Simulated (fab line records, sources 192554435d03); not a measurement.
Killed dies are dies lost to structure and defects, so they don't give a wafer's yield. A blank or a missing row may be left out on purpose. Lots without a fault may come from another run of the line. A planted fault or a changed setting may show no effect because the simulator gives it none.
fab line records | flow n5_finfet
record lots=11 wafers=33 last_day=19
route steps=1938 shown HKMG_FIN@388 PASSIVATION@1936
lots that met no fault: from a run of the same line without faults
start_h: hours from the record's first day to the start of the lot's first wafer shown | wait_h: hours since the lot's step before | " the same as in the row above | L1.1+2: a row that stands for several wafers | - no value, or no start given | * or withheld: withheld | < > ~ a bound
route shown NAME@n: a module of which the file shows steps, and the number in the route of the first | usual: mean/standard deviation of fault-free wafers | same: alike in all rows | chamber/n: place in a boat | sites: the reading at each site | _std_site: their standard deviation | _edge_site: outer sites' mean less inner sites' | radius_mm: how far each site lies from the wafer's centre | mask NAME#n: copy n | behind: the tool/chamber that last shaped the wafer | hold: why the lot was held/for how many hours/how that ended | device: the transistor (n, p or np) that didn't switch | end of line: the same wafers' tests at the end of the route | a step without rows: its recipe alone | killed: dies lost to structure and defects at the first sort, not the wafer's yield | map: a wafer's dies, x killed, . not, _ none there
set.NAME: the setting as run; set.NAME@STEP: as run at that earlier step | model.NAME: the simulator's own value behind a step, which no gauge read
steps of the route over a sample of lots; a table a step, a row a wafer
services: from which hour (start_h, from the record's first day; less than 0 if before it) a tool's chamber was out of use, for how many hours, and why
## steps
# step N5_HKMG_FIN_ALD_74
# recipe material=La2O3 target_thk_a=5 temp_c=250 ald_precursor_family=La-Cp ald_co_reactant=O3 pulse_time_s=6 co_reactant_pulse_time_s=1 purge_time_s=3 co_reactant_purge_time_s=3
# usual heater_power_w=343/38 precursor_pulse_height_rel=1.000/0.017
# columns lot.wafer tool chamber start_h wait_h heater_power_w precursor_pulse_height_rel
L880.1 ald_hk-02 2 79.34 0.2 367 0.967
L880.2 " 3 " " 371 1.016
L880.5 " 0 " " 324 0.993
L882.1 ald_hk-03 2 90.28 0.2 308 1.016
L882.2 " 1 " " 348 0.981
L882.5 " 2 " " 322 0.999
L883.1 ald_hk-01 3 98.06 0.2 401 1.015
L883.3 " 2 " " 291 0.997
L883.6 " 2 " " 287 1.012
L884.2 ald_hk-03 0 100.89 0.2 379 0.977
L884.3 " 2 " " 320 0.976
L884.6 " 2 " " 321 0.978
L885.1 ald_hk-03 0 109.64 0.2 377 1.009
L885.2 " 2 " " 311 0.997
L885.6 " 1 " " 342 0.999
L886.2 ald_hk-02 0 115.51 0.2 329 0.989
L886.5 " 2 " " 360 1.010
L886.6 " 3 " " 364 0.995
L895.1 ald_hk-02 2 167.69 0.2 353 0.960
L895.2 " 0 " " 319 1.049
L895.5 " 2 " " 352 1.010
L897.1 ald_hk-02 1 181.64 0.2 331 1.001
L897.2 " 3 " " 370 1.007
L897.6 " 3 " " 368 0.999
L900.2 ald_hk-03 0 204.85 0.2 372 0.989
L900.3 " 3 " " 286 1.003
L900.6 " 2 " " 319 0.986
L901.2 ald_hk-03 1 206.07 0.2 349 1.006
L901.5 " 1 " " 353 1.002
L901.6 " 2 " " 316 0.989
L902.1 ald_hk-03 1 212.57 0.2 342 1.007
L902.3 " 2 " " 317 1.036
L902.6 " 0 " " 367 1.013
# step N5_HKMG_FIN_STRIP_93
# recipe chemistry=N2/H2 material=SOC time_s=20 power_w=500 temp_c=40 pressure_mtorr=50 rf_frequency_hz=6e+07 bias_power_w=8 h2_frac=0.5 n2_flow_sccm=300 h2_flow_sccm=300
# usual drypump_motor_current_A=5.7/0.41 oes_product_au=0.78/0.098 rf_vpp_V=54.2/0.92 showerhead_plenum_p_Torr=3.38/0.13 throttle_valve_pct=18.97/0.25
# columns lot.wafer tool chamber start_h wait_h drypump_motor_current_A oes_product_au rf_hours_counter_h rf_vpp_V showerhead_plenum_p_Torr throttle_valve_pct
L880.1 rie_diel-01 0 81.38 0.4 5.1 0.82 61 53.0 3.54 18.65
L880.2 " 3 " " 5.7 0.70 228 54.1 3.19 19.62
L880.5 " 3 " " 5.7 0.70 - 54.2 3.19 19.62
L882.1 rie_diel-01 3 91.92 0.2 5.7 0.70 232 52.2 3.19 19.62
L882.2 " 0 " " 5.1 0.83 65 55.1 3.54 18.66
L882.5 " 0 " " 5.2 0.82 - 56.5 3.54 18.66
L883.1 rie_diel-05 3 99.42 0.2 6.2 0.75 183 53.3 3.20 18.82
L883.3 " 2 " " 6.1 0.75 151 55.2 3.49 18.93
L883.6 " 2 " " 6.1 0.74 - 55.1 3.49 18.95
L884.2 rie_diel-01 3 102.25 0.2 5.7 0.70 238 54.1 3.19 19.65
L884.3 " 1 " " 6.1 0.97 9 55.1 3.44 18.81
L884.6 " 0 " " 5.2 0.81 - 54.1 3.53 18.68
L885.1 rie_diel-05 0 110.87 0.2 6.1 0.72 221 54.0 3.18 19.02
L885.2 " 3 " " 6.1 0.74 187 54.9 3.20 18.83
L885.6 " 1 " " 5.5 0.68 - 53.3 3.30 18.94
L886.2 rie_diel-03 0 116.86 0.2 6.2 0.71 174 53.6 3.48 19.14
L886.5 " 1 " " 6.1 0.69 - 54.8 3.33 19.00
L886.6 " 0 " " 6.2 0.71 - 56.3 3.48 19.11
L895.1 rie_diel-05 0 169.20 0.2 6.1 0.71 234 53.3 3.18 19.06
L895.2 " 3 " " 6.1 0.73 200 53.9 3.19 18.85
L895.5 " 1 " " 5.5 0.67 - 54.8 3.29 18.95
L897.1 rie_diel-01 1 183.00 0.2 6.1 0.89 40 54.4 3.42 18.86
L897.2 " 2 " " 5.5 0.87 44 53.8 3.42 18.81
L897.6 " 2 " " 5.6 0.88 - 54.3 3.42 18.82
L900.2 rie_diel-03 2 206.40 0.2 5.2 0.67 265 54.5 3.28 19.07
L900.3 " 0 " " 6.2 0.68 214 55.3 3.46 19.19
L900.6 " 2 " " 5.2 0.68 - 55.6 3.28 19.05
L901.2 rie_diel-03 2 207.30 0.2 5.2 0.67 266 54.0 3.28 19.05
L901.5 " 2 " " 5.2 0.67 - 54.3 3.28 19.04
L901.6 " 3 " " 5.1 0.69 - 54.7 3.19 18.93
L902.1 rie_diel-03 0 214.03 0.2 6.2 0.67 219 53.4 3.46 19.20
L902.3 " 3 " " 5.2 0.69 201 56.0 3.19 18.95
L902.6 " 1 " " 6.1 0.98 - 53.6 3.31 18.55
# step N5_HKMG_FIN_COAT_29
# recipe resist=SOC temp_c=250 time_s=60 spin_rpm=1500 resist_thk_nm=300
# usual dispense_pressure_kPa=48.8/2.1 spin_speed_rpm=1500.1/1.1
# columns lot.wafer tool chamber start_h wait_h dispense_pressure_kPa spin_speed_rpm
L880.1 litho_track-02 0 83.59 0.2 47.0 1499.0
L880.2 " 0 " " 47.0 1499.9
L880.5 " 0 " " 47.0 1499.5
L882.1 litho_track-02 0 94.14 0.2 47.0 1499.4
L882.2 " 0 " " 47.0 1501.2
L882.5 " 0 " " 47.0 1498.3
L883.1 litho_track-02 0 101.75 0.2 47.0 1500.1
L883.3 " 0 " " 47.0 1499.2
L883.6 " 0 " " 47.0 1500.8
L884.2 litho_track-02 0 104.44 0.2 47.0 1500.6
L884.3 " 0 " " 47.0 1498.0
L884.6 " 0 " " 47.0 1499.5
L885.1 litho_track-02 0 113.10 0.2 47.0 1682.6
L885.2 " 0 " " 47.0 1681.7
L885.6 " 0 " " 47.0 1682.8
L886.2 litho_track-02 0 119.27 0.2 47.0 1682.6
L886.5 " 0 " " 47.0 1682.8
L886.6 " 0 " " 47.0 1682.4
L895.1 litho_track-04 0 171.52 0.2 52.0 1499.7
L895.2 " 0 " " 52.0 1498.2
L895.5 " 0 " " 52.0 1497.9
L897.1 litho_track-04 0 185.34 0.2 52.0 1499.7
L897.2 " 0 " " 52.0 1499.7
L897.6 " 0 " " 52.0 1500.4
L900.2 litho_track-04 0 208.59 0.2 52.1 1499.9
L900.3 " 0 " " 52.0 1500.2
L900.6 " 0 " " 52.0 1501.6
L901.2 litho_track-02 0 209.54 0.2 46.9 1499.0
L901.5 " 0 " " 46.9 1499.7
L901.6 " 0 " " 46.9 1498.7
L902.1 litho_track-02 0 216.26 0.2 46.9 1501.8
L902.3 " 0 " " 46.9 1502.8
L902.6 " 0 " " 46.9 1502.0
# step N5_HKMG_FIN_ETCH_31
# recipe chemistry=CF4 target=SiARC target_depth_a=455 mask_material=CAR-ArF time_s=75.8 ion_energy_ev=80 pressure_mtorr=40 source_w=545 bias_w=36 Ar_flow_sccm=100 cf4_flow_sccm=100 ends=cleared
# usual drypump_motor_current_A=5.8/0.41 etch_rf_on_time_s=76.8/1.5 oes_product_au=0.66/0.086 rf_vpp_V=184.4/1.2 showerhead_plenum_p_Torr=2.16/0.072 throttle_valve_pct=15.67/0.28
# columns lot.wafer tool chamber start_h wait_h drypump_motor_current_A etch_rf_on_time_s oes_product_au rf_hours_counter_h rf_vpp_V showerhead_plenum_p_Torr throttle_valve_pct
L880.1 rie_diel-03 2 83.95 0.0 5.2 76.3 0.60 207 184.1 2.13 15.87
L880.2 " 1 " " 6.1 77.0 0.60 238 183.7 2.13 15.52
L880.5 " 1 " " 6.1 77.6 0.59 - 184.2 2.13 15.53
L882.1 rie_diel-03 0 95.01 0.0 6.1 78.1 0.61 164 186.6 2.23 15.79
L882.2 " 1 " " 6.1 76.9 0.59 243 183.6 2.12 15.52
L882.5 " 0 " " 6.2 78.1 0.62 - 184.7 2.23 15.83
L883.1 rie_diel-05 3 102.60 0.0 6.1 74.3 0.64 184 183.6 2.04 15.62
L883.3 " 2 " " 6.1 77.9 0.64 153 186.0 2.22 15.75
L883.6 " 2 " " 6.1 77.4 0.64 - 184.5 2.22 15.75
L884.2 rie_diel-03 2 104.93 0.0 5.2 76.2 0.60 216 182.8 2.13 15.89
L884.3 " 0 " " 6.2 77.4 0.61 168 185.1 2.23 15.83
L884.6 " 1 " " 6.1 77.4 0.59 - 183.5 2.12 15.53
L885.1 rie_diel-05 0 113.59 0.0 6.1 75.0 0.61 222 183.9 2.03 15.56
L885.2 " 1 " " 5.5 80.5 0.58 213 184.0 2.12 15.83
L885.6 " 2 " " 6.1 78.3 0.63 - 185.7 2.22 15.74
L886.2 rie_diel-01 3 119.76 0.0 5.7 77.5 0.59 244 184.5 2.04 16.33
L886.5 " 0 " " 5.2 78.4 0.69 - 184.9 2.25 15.55
L886.6 " 3 " " 5.7 77.6 0.59 - 184.3 2.04 16.34
L895.1 rie_diel-03 0 171.89 0.0 6.2 78.0 0.59 202 184.2 2.22 15.90
L895.2 " 2 " " 5.2 75.6 0.58 250 184.5 2.11 15.94
L895.5 " 0 " " 6.2 78.5 0.59 - 183.3 2.22 15.89
L897.1 rie_diel-01 2 186.02 0.0 5.5 78.1 0.74 45 185.2 2.17 15.38
L897.2 " 0 " " 5.1 78.2 0.66 104 186.0 2.24 15.60
L897.6 " 3 " " 5.7 77.0 0.79 - 185.8 2.29 15.86
L900.2 rie_diel-03 0 209.08 0.0 6.2 78.3 0.58 216 185.1 2.21 15.91
L900.3 " 1 " " 6.1 76.3 0.86 0 185.7 2.11 15.02
L900.6 " 1 " " 6.1 76.0 0.87 - 184.1 2.11 15.02
L901.2 rie_diel-03 3 210.03 0.0 5.2 77.6 0.61 198 181.0 2.04 15.94
L901.5 " 1 " " 6.1 75.5 0.86 - 184.4 2.11 15.02
L901.6 " 0 " " 6.1 77.4 0.58 - 185.2 2.21 15.93
L902.1 rie_diel-03 3 216.76 0.0 5.1 78.5 0.60 202 182.7 2.04 15.96
L902.3 " 1 " " 6.1 75.5 0.84 5 184.2 2.11 15.03
L902.6 " 3 " " 5.1 78.5 0.59 - 184.6 2.04 15.94
# step N5_PASSIVATION_PROBE_49
# usual killed_at_M0_to_M3=33/9.9 killed_at_M4_up=14/6.4 killed_at_contacts=12/7 killed_at_front_end=41/13 killed_at_other=3.1/2.9 killed_dies=103/20 killed_open=67/14 killed_short=34/9.4
# same gross_dies=1180 killed_at_back_side=0
# columns lot.wafer tool chamber start_h wait_h killed_at_M0_to_M3 killed_at_M4_up killed_at_contacts killed_at_front_end killed_at_other killed_dies killed_open killed_short
L880.1 prober-02 - 270.93 0.0 32 12 14 32 1 91 70 21
L880.2 prober-02 - 270.98 0.1 64 5 7 42 1 119 74 45
L880.5 prober-02 - 271.13 0.2 22 12 3 34 4 75 51 24
L884.2 prober-02 - 290.56 0.6 33 11 10 35 5 94 66 28
L884.3 prober-02 - 290.61 0.6 41 9 10 43 8 111 74 35
L884.6 prober-02 - 290.76 0.8 27 9 35 29 3 103 73 30
L886.2 prober-02 - 302.92 0.1 38 7 3 36 1 85 50 34
L886.5 prober-02 - 303.07 0.2 33 14 5 50 1 103 67 36
L886.6 prober-02 - 303.12 0.3 26 13 15 36 2 92 53 37
L885.1 prober-01 - 305.67 0.0 28 33 10 71 3 145 85 60
L885.2 prober-01 - 305.72 0.1 39 30 13 50 2 134 76 49
L885.6 prober-01 - 305.92 0.3 30 26 7 66 1 130 81 41
# killed by level:class
L880.1 BEOL_M0_SAQP:geometric_particle:open=12 MOL_CONTACT_COAG:geometric_particle:open=9 STI_FIN_REVEAL:geometric_particle:open=7 FIN_SAQP:geometric_particle:open=5 MOL_CONTACT_COAG:geometric_particle:short=5 BEOL_M2:geometric_particle:open=5 DUMMY_GATE:geometric_particle:open=4 GATE_CUT:geometric_particle:open=4
L880.2 BEOL_M3:geometric_particle:open=20 FIN_SAQP:geometric_particle:short=14 BEOL_M0_SAQP:geometric_particle:short=13 FIN_SAQP:geometric_particle:open=11 BEOL_M0_SAQP:geometric_particle:open=11 MOL_CONTACT_COAG:geometric_particle:open=6 BEOL_M2:geometric_particle:open=6 BEOL_M3:geometric_particle:short=6
L880.5 FIN_SAQP:geometric_particle:short=7 BEOL_M3:geometric_particle:open=7 FIN_SAQP:geometric_particle:open=6 STI_FIN_REVEAL:geometric_particle:open=6 DUMMY_GATE:geometric_particle:open=5 BEOL_M0_SAQP:geometric_particle:open=5 BEOL_M2:geometric_particle:open=5 BEOL_M0_SAQP:geometric_particle:short=3
L884.2 BEOL_M3:geometric_particle:open=10 BEOL_M2:geometric_particle:open=9 STI_FIN_REVEAL:geometric_particle:open=8 MOL_CONTACT_COAG:geometric_particle:open=8 BEOL_M1:geometric_particle:open=7 FIN_SAQP:geometric_particle:short=6 BEOL_M4:geometric_particle:open=6 FIN_SAQP:geometric_particle:open=5
L884.3 BEOL_M3:geometric_particle:open=13 FIN_SAQP:geometric_particle:open=9 STI_FIN_REVEAL:geometric_particle:open=9 MOL_CONTACT_COAG:geometric_particle:open=8 FIN_SAQP:geometric_particle:short=7 BEOL_M1:geometric_particle:open=6 BEOL_M2:geometric_particle:open=6 PASS1_CAP:geometric_particle:short=4
L884.6 MOL_CONTACT_COAG:geometric_particle:open=31 BEOL_M0_SAQP:geometric_particle:open=9 FIN_SAQP:geometric_particle:short=7 STI_FIN_REVEAL:geometric_particle:open=6 BEOL_M0_SAQP:geometric_particle:short=5 BEOL_M3:geometric_particle:open=5 BEOL_M2:geometric_particle:open=4 MOL_CONTACT_COAG:geometric_particle:short=4
L886.2 FIN_SAQP:geometric_particle:short=12 BEOL_M1:geometric_particle:open=10 BEOL_M3:geometric_particle:open=8 FIN_SAQP:geometric_particle:open=6 STI_FIN_REVEAL:geometric_particle:open=6 BEOL_M0_SAQP:geometric_particle:short=5 BEOL_M0_SAQP:geometric_particle:open=4 MOL_CONTACT_COAG:geometric_particle:open=3
L886.5 FIN_SAQP:geometric_particle:short=17 FIN_SAQP:geometric_particle:open=11 BEOL_M1:geometric_particle:open=10 BEOL_M2:geometric_particle:open=7 BEOL_M3:geometric_particle:open=6 STI_FIN_REVEAL:geometric_particle:open=5 BEOL_M4:geometric_particle:open=4 STARTING-WAFER:geometric_particle:open=4
L886.6 FIN_SAQP:geometric_particle:short=14 MOL_CONTACT_COAG:geometric_particle:open=12 BEOL_M3:geometric_particle:open=6 BEOL_M2:geometric_particle:open=6 BEOL_M6:geometric_particle:open=6 STI_FIN_REVEAL:geometric_particle:open=4 BEOL_M1:geometric_particle:open=4 BEOL_M0_SAQP:geometric_particle:short=3
L885.1 FIN_SAQP:geometric_particle:short=26 BEOL_M4:geometric_particle:open=22 FIN_SAQP:geometric_particle:open=15 MOL_CONTACT_COAG:geometric_particle:open=8 BEOL_M0_SAQP:geometric_particle:open=6 STI_FIN_REVEAL:geometric_particle:open=6 GATE_CUT:geometric_particle:short=6 BEOL_M2:geometric_particle:short=5
L885.2 BEOL_M4:geometric_particle:open=16 BEOL_M0_SAQP:geometric_particle:open=12 MOL_CONTACT_COAG:geometric_particle:open=12 GATE_CUT:geometric_particle:short=11 FIN_SAQP:geometric_particle:short=10 HKMG_FIN:area_etch=9 BEOL_M2:geometric_particle:open=8 BEOL_M0_SAQP:geometric_particle:short=7
L885.6 BEOL_M4:geometric_particle:open=14 FIN_SAQP:geometric_particle:open=12 FIN_SAQP:geometric_particle:short=11 BEOL_M0_SAQP:geometric_particle:open=11 STI_FIN_REVEAL:geometric_particle:open=8 HKMG_FIN:area_etch=8 MOL_CONTACT_COAG:geometric_particle:open=6 DUMMY_GATE:geometric_particle:open=5
## services
# columns tool chamber start_h hours kind
rie_diel-01 1 59.08 2.7 repair
rie_diel-03 3 60.64 132.0 repair
ald_hk-02 - 62.40 8.7 pm
rie_diel-01 1 67.45 - clean
rie_diel-01 1 67.45 - consumable_replace:focus_ring
rie_diel-01 1 67.45 16.1 scheduled_down
rie_diel-01 1 67.45 16.1 vent_cycle
rie_diel-01 2 79.65 27.8 repair
litho_track-02 - 136.03 - consumable_replace:filter
rie_diel-01 3 137.47 - clean
rie_diel-01 3 137.47 - consumable_replace:focus_ring
rie_diel-01 3 137.47 - consumable_replace:showerhead
ald_hk-03 - 155.29 0.4 repair
rie_diel-05 0 175.21 1.2 repair
rie_diel-03 1 192.64 - clean
rie_diel-03 1 192.64 - consumable_replace:focus_ring
rie_diel-03 1 192.64 15.9 scheduled_down
rie_diel-03 1 192.64 15.9 vent_cycle
ald_hk-01 - 194.23 6.0 pm
rie_diel-03 2 208.58 - clean
rie_diel-03 2 208.58 - consumable_replace:focus_ring
rie_diel-03 2 208.58 19.2 scheduled_down
rie_diel-03 2 208.58 19.2 vent_cycle
rie_diel-01 - 216.73 1.2 repair
## key
first_sign step=N5_HKMG_FIN_COAT_29 reading=spin_speed_rpm direction=up sigmas=99+ usual=* struck=*
effect none on later readings
met_at N5_HKMG_FIN_COAT_29
struck_lots L885,L886
tester_left_out L885,L886
not_acting_at N5_HKMG_FIN_ALD_74,N5_HKMG_FIN_STRIP_93,N5_HKMG_FIN_ETCH_31
onset_between 104.44 113.10
fault kind=process_parameter_drift tool=litho_track-02 chamber=- onset_h=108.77 steps=N5_HKMG_FIN_COAT_29 channel=spin_rpm offset=* shape=step end_h=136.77 acts_in=* stated=*
# tester_left_out: of these lots the tester's yield and bins aren't shown, on N5 and GAA mostly nor the transistor test; their killed dies are dies lost to structure and defects alone, not to doping, threshold or leakage, so they don't give the yield
